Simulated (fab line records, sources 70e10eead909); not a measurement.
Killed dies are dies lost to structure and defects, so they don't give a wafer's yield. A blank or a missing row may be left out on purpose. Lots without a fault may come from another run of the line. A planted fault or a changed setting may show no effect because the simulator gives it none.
A struck lot beside a sound one | flow nand_harc | 19 steps out of a route of 1159
Sound: wafers L598.1, L598.3, L598.4. Struck: wafers L605.2, L605.3, L605.5. The cause comes at the end.
At each step with rows: each side's tool, then ch and its chambers, then its first start. Under that, the readings that differ: sound wafers | struck wafers | difference of the means | sigmas: that difference in standard deviations of wafers without a fault.
alike: readings whose means differ by less than 2 such deviations, and words and numbers that are the same on both sides. not compared: withheld readings, readings that some wafer has no value for, bounds like >300 that may hide the same value, and numbers for which the record gives no deviation and whose values overlap.
The two part at a step that has a row with sigmas, a row that says differs or no value, or rows on one side only. Numbers that don't overlap but have no deviation are shown without sigmas and don't part them. A reading that every wafer of one side lacks parts them only if that side has two wafers or more.

NHARC_A_M1_PRE_CLEAN_32: time 12 s.
  sound on pecvd-02 ch 0,1,2, day 19 08:22; struck on pecvd-04 ch 0,2, day 21 20:05
  alike: heater_power_w
NHARC_A_M1_DEP_33: deposits SiCN, target thk 30 nm.
  sound on pecvd-02 ch 0,1,2, day 19 08:27; struck on pecvd-04 ch 0,2, day 21 20:09
  alike: heater_power_w
NHARC_A_BONDPAD_DEP_00: deposits SiCN, target thk 250 nm.
  sound on pecvd-02 ch 0,1,2; struck on pecvd-02 ch 1,2, day 21 20:42
  alike: heater_power_w
NHARC_A_BONDPAD_CMP_29: polishes SiCN, target thk 200 nm.
  sound on cmp-02 ch 0,2,3, day 19 09:24; struck on cmp-02 ch 0,1,2, day 21 21:10
  alike: motor_current_A, slurry_flow_ml_min
NHARC_A_BONDPAD_THK_MEAS_30: measures by ellipsometry.
  sound on film_metro-02, day 19 09:39; struck on film_metro-01, day 21 21:22
  alike: thk_nm
then, 7 steps without rows for these wafers: NHARC_A_BONDPAD_SRD_31; NHARC_A_BONDPAD_DEHYDRATE_01 (time 120 s); NHARC_A_BONDPAD_HMDS_02 (time 30 s); NHARC_A_BONDPAD_COAT_33 (time 65 s); NHARC_A_BONDPAD_COAT_03 (resist thk 600 nm); NHARC_A_BONDPAD_SOFTBAKE_04 (time 70 s); NHARC_A_BONDPAD_EBR_05.
NHARC_A_BONDPAD_EXPOSE_06: exposes mask A BPAD.
  sound on krf_scanner-03 ch 0, day 19 09:56; struck on krf_scanner-01 ch 0, day 21 21:47
  reading                           | sound             | struck            | difference | sigmas
  model.A_BONDPAD.overlay_x_nm (nm) | 6.031 6.031 6.031 | 21.09 21.09 21.09 | +15.06     |
  alike: mask, stage_vel_mm_s
then, 2 steps without rows for these wafers: NHARC_A_BONDPAD_PEB_07 (peb time 80 s); NHARC_A_BONDPAD_DEVELOP_08 (time 50 s).
NHARC_A_BONDPAD_CD_MEAS_09: target cd 500 nm.
  sound on cd_sem-02 ch 0, day 19 10:05; struck on cd_sem-01 ch 0, day 21 21:57
  alike: cd_nm
NHARC_A_BONDPAD_OVL_MEAS_35:
  sound on overlay-01, day 19 10:11; struck on overlay-01, day 21 22:02
  reading           | sound | struck   | difference | sigmas
  overlay_x_nm (nm) | 6 6 6 | 21 21 21 | +15        | +3
  alike: overlay_y_nm
then, 1 step without rows for these wafers: NHARC_A_BONDPAD_HARDBAKE_10 (time 65 s).
NHARC_END_SORT_01:
  sound on prober-02 ch 0, day 20 16:32; struck on prober-02 ch 0, day 23 14:19
  reading             | sound | struck | difference | sigmas
  killed_at_periphery | 4 7 7 | 2 0 1  | -5         | -2
  alike: defect_limited_yield, killed_at_array, killed_at_other, killed_dies, killed_open, killed_short, sort_bin_2_pct, sort_bin_3_pct, sort_bin_4_pct, sort_n_pass, sort_rim_yield_pct, sort_yield_pct

WHERE THEY PART
First at NHARC_A_BONDPAD_OVL_MEAS_35; last, within this record, at NHARC_END_SORT_01.

WHY: what the simulator had put in
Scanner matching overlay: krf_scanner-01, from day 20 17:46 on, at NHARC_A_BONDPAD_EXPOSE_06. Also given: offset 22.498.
